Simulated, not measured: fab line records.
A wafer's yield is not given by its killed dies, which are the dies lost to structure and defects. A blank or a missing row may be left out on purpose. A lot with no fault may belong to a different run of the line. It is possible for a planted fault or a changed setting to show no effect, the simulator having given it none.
fab line records	flow n5Finfet
[record] lots = 9	wafers = 27	lastDay = 22
route steps=1938 shown HKMG_FIN@406 GATE_CUT@467 BEOL_M4@1111
lots that met no fault: taken from a fault-free run of the same line
startH: hours from the record's opening day to when the first of the lot's shown wafers began	waitH: hours from the lot's prior step to this one	" as in the row above	L1.1+2: a single row standing in for several wafers	- no value, or no start was given	* or withheld: withheld	< > ~ a bound
route shown NAME@n: a module of which the file shows steps, and the number in the route of the first	usual: mean and standard deviation over wafers with no fault	same: alike in all rows	chamber/n: place in a boat	sites: per-site readings	_std_site: standard deviation across them	_edge_site: the outer-site mean with the inner-site mean subtracted	radiusMm: how far each site lies from the wafer's centre	mask NAME#n: copy n	behind: the most recent tool/chamber to have shaped the wafer	hold: why the lot went on hold/how many hours it stayed there/how the hold came to an end	device: the transistor (n, p or np) that didn't switch	end of line: the tests these same wafers got at the end of their route	a step with no rows: only its recipe	killed: the dies lost at the first sort to structure and to defects; this is not the yield of the wafer	map: a wafer's dies, marking killed ones x, the rest . and places with no die _
set.NAME: the setting that was run; set.NAME@STEP: the one run at that earlier step	model.NAME: the simulator's own value behind a step, which no gauge read
the route's steps for a sample of lots (tables are steps, rows are wafers)
services: from which hour (startH, from the record's first day; less than 0 if before it) a tool's chamber was out of use, for how many hours, and why
[[steps]]
[step N5_HKMG_FIN_ETCH_58]
[recipe] chemistry = N2/H2	target = SOC	targetDepthA = 2158	ionEnergyEv = 50	biasW = 13	timeS = 741	pressureMtorr = 30	sourceW = 875	n2FlowSccm = 200	h2FlowSccm = 200
[usual] chamberPressureMTorr = 29.999/0.027	drypumpMotorCurrentA = 5.7/0.42	oesProductAu = 0.77/0.096	rfVppV = 99.2/0.98	showerheadPlenumPTorr = 2.56/0.098	throttleValvePct = 17.90/0.14
lot.wafer	tool	chamber	startH	waitH	chamberPressureMTorr	drypumpMotorCurrentA	oesProductAu	rfHoursCounterH	rfVppV	showerheadPlenumPTorr	throttleValvePct
L259.4	rieDiel-04	2	83.99	0.2	29.975	5.2	0.73	-	98.9	2.52	17.74
L259.5	"	0	"	"	30.011	6.1	0.69	-	98.9	2.42	18.01
L259.6	"	1	"	"	29.965	5.6	1.00	-	99.1	2.50	17.86
L261.4	rieDiel-02	0	95.81	0.0	29.970	5.6	0.73	165	97.2	2.43	17.67
L261.5	"	1	"	"	30.035	5.7	0.76	-	98.4	2.65	17.74
L261.6	"	0	"	"	30.013	5.6	0.74	-	99.0	2.43	17.69
L264.1	rieDiel-02	3	113.71	0.0	29.997	5.6	0.78	122	100.2	2.45	17.93
L264.2	"	2	"	"	29.996	5.7	0.83	74	99.9	2.69	17.95
L264.4	"	0	"	"	30.078	5.6	0.74	172	98.1	2.43	17.68
L270.2	rieDiel-05	0	151.43	0.0	29.974	6.3	0.95	6	99.1	2.61	17.82
L270.4	"	3	"	"	29.968	6.6	0.70	181	100.6	2.63	17.87
L270.6	"	0	"	"	30.005	6.3	0.95	-	99.8	2.61	17.81
L271.2	rieDiel-02	2	156.20	0.0	30.025	5.6	0.82	89	98.6	2.68	17.96
L271.5	"	2	"	"	29.991	5.7	0.81	-	99.8	2.68	17.97
L271.6	"	3	"	"	29.985	5.6	0.77	-	98.2	2.44	17.96
L272.1	rieDiel-04	2	162.60	0.0	30.008	5.2	0.71	204	98.9	2.51	17.79
L272.2	"	3	"	"	30.007	5.1	0.70	228	99.5	2.61	18.08
L272.3	"	1	"	"	29.990	5.6	0.92	34	99.5	2.49	17.92
L276.1	rieDiel-04	1	184.73	0.0	29.989	5.6	0.90	44	99.0	2.48	17.93
L276.4	"	2	"	"	30.022	5.2	0.70	214	98.1	2.50	17.82
L276.5	"	3	"	"	29.993	5.1	0.69	-	98.6	2.61	18.09
L277.1	rieDiel-04	2	191.67	0.0	29.979	5.2	0.70	217	98.6	2.50	17.82
L277.5	"	0	"	"	29.993	6.1	0.97	-	98.8	2.72	17.65
L277.6	"	3	"	"	30.025	5.1	0.68	-	99.9	2.61	18.13
L279.3	rieDiel-05	1	205.88	0.0	29.986	5.4	0.93	10	101.4	2.73	17.71
L279.4	"	3	"	"	29.984	6.6	0.70	201	99.9	2.62	17.90
L279.6	"	0	"	"	30.079	6.3	0.90	-	98.3	2.61	17.85
[step N5_HKMG_FIN_STRIP_93]
[recipe] chemistry = N2/H2	material = SOC	timeS = 20	powerW = 500	tempC = 40	pressureMtorr = 50	rfFrequencyHz = 6e+07	biasPowerW = 8	h2Frac = 0.5	n2FlowSccm = 300	h2FlowSccm = 300
[usual] chamberPressureMTorr = 50.00/0.047	drypumpMotorCurrentA = 5.7/0.42	oesProductAu = 0.77/0.095	rfVppV = 54.1/0.89	showerheadPlenumPTorr = 3.37/0.13	throttleValvePct = 19.2/0.31
lot.wafer	tool	chamber	startH	waitH	chamberPressureMTorr	drypumpMotorCurrentA	oesProductAu	rfHoursCounterH	rfVppV	showerheadPlenumPTorr	throttleValvePct
L259.4	rieDiel-04	2	84.23	0.0	49.97	5.2	0.73	-	53.6	3.33	18.8
L259.5	"	0	"	"	50.02	6.1	0.69	-	53.3	3.20	19.2
L259.6	"	1	"	"	50.03	5.6	0.97	-	52.9	3.30	19.1
L261.4	rieDiel-02	0	96.24	0.2	49.94	5.6	0.73	165	54.1	3.22	18.7
L261.5	"	1	"	"	49.99	5.8	0.76	-	55.2	3.50	19.0
L261.6	"	0	"	"	50.00	5.6	0.73	-	53.2	3.22	18.7
L264.1	rieDiel-02	3	114.13	0.2	49.98	5.6	0.78	122	52.9	3.24	19.2
L264.2	"	2	"	"	50.00	5.7	0.83	74	54.8	3.55	19.3
L264.4	"	0	"	"	49.97	5.6	0.73	172	54.1	3.22	18.7
L270.2	rieDiel-05	0	151.85	0.2	49.97	6.3	0.94	7	54.9	3.45	19.3
L270.4	"	3	"	"	50.12	6.6	0.71	182	55.3	3.47	19.0
L270.6	"	0	"	"	49.98	6.3	0.94	-	54.7	3.45	19.3
L271.2	rieDiel-02	2	156.63	0.2	49.95	5.7	0.81	90	54.5	3.54	19.4
L271.5	"	2	"	"	50.02	5.7	0.80	-	54.2	3.54	19.4
L271.6	"	3	"	"	49.99	5.6	0.77	-	54.2	3.23	19.2
L272.1	rieDiel-04	2	163.03	0.2	50.00	5.2	0.70	204	54.6	3.32	18.8
L272.2	"	3	"	"	50.03	5.1	0.70	228	55.0	3.45	19.8
L272.3	"	1	"	"	50.00	5.6	0.91	34	55.8	3.29	19.1
L276.1	rieDiel-04	1	185.15	0.2	50.00	5.6	0.89	44	55.3	3.28	19.2
L276.4	"	2	"	"	50.03	5.1	0.70	214	53.1	3.31	18.8
L276.5	"	3	"	"	49.95	5.1	0.69	-	53.8	3.44	19.8
L277.1	rieDiel-04	2	192.10	0.2	49.94	5.2	0.69	217	53.1	3.31	18.8
L277.5	"	0	"	"	50.03	6.1	0.97	-	56.3	3.59	18.9
L277.6	"	3	"	"	50.08	5.1	0.69	-	51.9	3.44	19.8
L279.3	rieDiel-05	1	206.30	0.2	50.01	5.4	0.93	10	54.2	3.59	19.3
L279.4	"	3	"	"	50.06	6.5	0.70	201	55.1	3.46	19.1
L279.6	"	0	"	"	49.99	6.3	0.89	-	53.3	3.44	19.3
[step N5_HKMG_FIN_INSPECT_14]
[recipe] mode = adi	inspectInstrument = macro
[usual] rawDefectCount = 2.2/1.4
lot.wafer	tool	chamber	startH	waitH	rawDefectCount
L259.4	defectInspect-01	-	86.81	0.0	1
L259.5	"	-	"	"	0
L259.6	"	-	"	"	3
L261.4	defectInspect-02	-	98.85	0.0	1
L261.5	"	-	"	"	4
L261.6	"	-	"	"	4
L264.1	defectInspect-01	-	116.85	0.0	3
L264.2	"	-	"	"	2
L264.4	"	-	"	"	1
L270.2	defectInspect-01	-	154.68	0.0	3
L270.4	"	-	"	"	2
L270.6	"	-	"	"	4
L271.2	defectInspect-02	-	159.24	0.0	5
L271.5	"	-	"	"	5
L271.6	"	-	"	"	1
L272.1	defectInspect-01	-	165.65	0.0	1
L272.2	"	-	"	"	2
L272.3	"	-	"	"	5
L276.1	defectInspect-02	-	187.67	0.0	7
L276.4	"	-	"	"	1
L276.5	"	-	"	"	1
L277.1	defectInspect-02	-	194.66	0.0	2
L277.5	"	-	"	"	3
L277.6	"	-	"	"	2
L279.3	defectInspect-01	-	208.93	0.0	3
L279.4	"	-	"	"	4
L279.6	"	-	"	"	0
[step N5_GATE_CUT_ETCHBACK_30]
[recipe] chemistry = Cl2/Ar	target = TiN	targetDepthA = 30	mode = isotropic	pressureMtorr = 10	icpW = 600	biasW = 60	Cl2_flow_sccm = 40	Ar_flow_sccm = 60
[usual] biasW = 60.00/0.17	chamberPressureMTorr = 10.000/0.0095	drypumpMotorCurrentA = 5.7/0.34	heBacksideLeakSccm = 3.39/0.25	oesProductAu = 0.72/0.072	throttleValvePct = 20.87/0.094
lot.wafer	tool	chamber	startH	waitH	biasW	chamberPressureMTorr	drypumpMotorCurrentA	heBacksideLeakSccm	oesProductAu	rfHoursCounterH	throttleValvePct
L259.4	rieMetal-03	1	91.54	0.0	59.96	9.998	5.4	5.78	0.84	-	20.86
L259.5	"	0	"	"	60.17	10.005	5.3	3.21	0.68	-	20.75
L259.6	"	1	"	"	60.05	9.995	5.5	3.33	0.83	-	20.89
L261.4	rieMetal-01	1	103.64	0.0	59.85	9.999	5.9	3.33	0.68	-	20.99
L261.5	"	1	"	"	59.76	9.992	5.9	3.48	0.68	-	21.00
L261.6	"	0	"	"	60.23	9.988	5.6	3.84	0.68	-	20.74
L264.1	rieMetal-03	0	121.91	0.1	59.92	10.000	5.3	3.14	0.69	75	20.76
L264.2	"	1	"	"	60.07	9.998	5.4	3.36	0.83	31	20.89
L264.4	"	0	"	"	59.97	9.997	5.3	3.46	0.69	-	20.75
L270.2	rieMetal-02	1	159.73	0.1	-	-	-	-	-	-	-
L270.4	"	1	"	"	-	-	-	-	-	-	-
L270.6	"	0	"	"	-	-	-	-	-	-	-
L271.2	rieMetal-03	1	163.99	0.1	-	-	-	-	-	-	-
L271.5	"	1	"	"	-	-	-	-	-	-	-
L271.6	"	0	"	"	-	-	-	-	-	-	-
L272.1	rieMetal-01	1	170.43	0.1	-	-	-	-	-	-	-
L272.2	"	0	"	"	-	-	-	-	-	-	-
L272.3	"	0	"	"	-	-	-	-	-	-	-
L276.1	rieMetal-03	1	192.51	0.1	60.02	9.996	5.5	3.56	0.81	38	20.87
L276.4	"	1	"	"	60.04	9.992	5.4	3.38	0.81	-	20.89
L276.5	"	1	"	"	59.97	10.011	5.5	3.42	0.81	-	20.89
L277.1	rieMetal-01	1	199.63	0.1	60.05	10.024	5.9	3.52	0.66	91	21.02
L277.5	"	0	"	"	59.77	9.980	5.5	3.68	0.67	-	20.75
L277.6	"	1	"	"	60.13	9.996	5.9	3.36	0.66	-	21.03
L279.3	rieMetal-02	0	214.02	0.1	60.14	10.010	6.3	3.34	0.77	-	20.86
L279.4	"	0	"	"	59.86	9.985	6.2	3.39	0.77	-	20.87
L279.6	"	0	"	"	60.06	10.017	6.2	3.34	0.77	-	20.87
[step N5_BEOL_M4_RC_MEAS_101]
[usual] DIBL_N = 36.3/1.1	DIBL_P = 36.3/1.4	IOFF_N = 0.155/0.019	IOFF_P = 0.211/0.027	ION_N = 672/8.5	ION_P = 462/5.8	SS_N = 71.5/0.56	SS_P = 73.3/0.52	VT_N = 249.9/2.5	VT_P = -249.8/2.8
lot.wafer	tool	chamber	startH	waitH	DIBL_N[mV/V]	DIBL_P[mV/V]	IOFF_N[nA/um]	IOFF_P[nA/um]	ION_N[uA/um]	ION_P[uA/um]	SS_N[mV/dec]	SS_P[mV/dec]	VT_N[mV]	VT_P[mV]
L259.4	prober-01	0	228.86	0.5	35.6	36.9	0.152	0.178	669	451	71.1	73.6	248.7	-253.7
L259.5	"	0	"	"	34.9	35.4	0.134	0.170	670	456	71.3	73.3	249.2	-252.4
L259.6	"	0	"	"	35.7	35.9	0.153	0.178	671	455	72.0	73.3	251.5	-253.4
L261.4	prober-01	0	238.37	0.5	37.2	37.1	0.172	0.244	676	472	71.9	73.9	248.4	-244.4
L261.5	"	0	"	"	36.5	36.6	0.161	0.243	672	467	71.8	73.0	247.0	-247.3
L261.6	"	0	"	"	35.9	35.2	0.140	0.227	669	469	71.0	72.7	252.1	-248.4
L264.1	prober-02	0	289.57	0.0	36.7	37.0	0.177	0.217	689	466	71.6	74.0	250.4	-248.3
L264.2	"	0	"	"	37.7	37.7	0.182	0.223	677	459	72.3	73.2	245.9	-247.1
L264.4	"	0	"	"	36.1	34.9	0.156	0.183	670	456	71.0	73.2	249.7	-251.6
L270.2	prober-01	0	346.64	0.2	36.8	37.0	0.144	0.238	663	460	72.3	73.7	251.8	-247.6
L270.4	"	0	"	"	34.9	35.0	0.116	0.204	650	455	71.6	72.6	257.1	-250.4
L270.6	"	0	"	"	37.2	37.4	0.153	0.250	665	460	72.1	73.7	251.9	-248.8
L271.2	prober-02	0	355.04	0.2	36.0	35.6	0.151	0.238	667	468	71.7	73.2	248.3	-246.1
L271.5	"	0	"	"	34.5	33.9	0.128	0.210	662	464	70.8	72.8	253.7	-245.9
L271.6	"	0	"	"	36.7	36.1	0.169	0.253	682	467	71.6	72.9	245.5	-243.8
L277.1	prober-02	0	390.06	0.0	36.5	36.4	0.150	0.210	676	466	71.5	72.9	250.0	-250.0
L277.5	"	0	"	"	40.0	40.9	0.228	0.301	699	479	72.5	74.0	242.9	-244.8
L277.6	"	0	"	"	37.1	37.2	0.171	0.236	677	471	71.1	73.1	246.3	-247.0
L272.1	prober-01	0	391.32	0.0	35.9	36.9	0.156	0.221	670	460	70.8	73.5	250.6	-248.0
L272.2	"	0	"	"	34.9	36.0	0.146	0.203	679	467	71.2	73.0	247.6	-249.4
L272.3	"	0	"	"	35.3	36.3	0.161	0.217	665	463	71.5	72.8	248.6	-246.2
L276.1	prober-02	0	391.34	0.0	36.7	36.8	0.160	0.218	677	467	71.3	73.0	248.6	-247.3
L276.4	"	0	"	"	37.0	37.5	0.168	0.219	684	468	70.9	72.6	249.9	-248.5
L276.5	"	0	"	"	35.8	35.6	0.143	0.199	665	463	71.3	73.0	249.8	-250.6
L279.3	prober-01	0	401.12	0.3	35.6	35.2	0.158	0.210	682	464	72.1	73.3	248.2	-248.4
L279.4	"	0	"	"	36.3	34.7	0.159	0.200	666	459	72.0	73.4	249.2	-250.9
L279.6	"	0	"	"	36.0	35.2	0.158	0.205	675	458	71.3	73.0	249.8	-249.2
[[services]]
tool	chamber	startH	hours	kind
rieDiel-04	3	81.15	6.9	repair
rieMetal-01	-	91.69	2.8	pm
rieMetal-03	-	104.76	1.4	pm
rieDiel-05	0	113.99	-	clean
rieDiel-05	0	113.99	-	consumableReplace:focusRing
rieDiel-05	0	113.99	24.4	scheduledDown
rieDiel-05	0	113.99	24.4	ventCycle
rieDiel-05	1	126.71	2.8	repair
rieDiel-05	2	144.20	3.8	repair
rieMetal-03	1	145.96	11.0	repair
rieDiel-04	0	157.01	-	clean
rieDiel-04	0	157.01	-	consumableReplace:focusRing
rieDiel-04	0	157.01	-	consumableReplace:showerhead
rieDiel-04	0	157.01	20.0	scheduledDown
rieDiel-04	0	157.01	20.0	ventCycle
rieDiel-05	1	157.39	-	clean
rieDiel-05	1	157.39	-	consumableReplace:focusRing
rieDiel-05	1	157.39	-	consumableReplace:showerhead
rieDiel-05	-	172.97	2.8	pm
rieMetal-02	-	181.79	0.6	repair
rieDiel-04	3	212.32	-	clean
rieDiel-04	3	212.32	-	consumableReplace:focusRing
rieDiel-04	3	212.32	13.7	scheduledDown
rieDiel-04	3	212.32	13.7	ventCycle
[[key]]
[firstSign] step = N5_GATE_CUT_ETCHBACK_30	reading = toolRecord	direction = missing
effect none on later readings
metAt N5_GATE_CUT_ETCHBACK_30
struckLots L270,L271,L272
notActingAt N5_HKMG_FIN_ETCH_58,N5_HKMG_FIN_STRIP_93,N5_HKMG_FIN_INSPECT_14
onsetBetween 121.91 159.73
[fault] kind = skippedStepWhole	tool = rieMetal-01,rieMetal-02,rieMetal-03	chamber = -	onsetH = 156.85	steps = N5_GATE_CUT_ETCHBACK_30	scope = struckLotsOnly
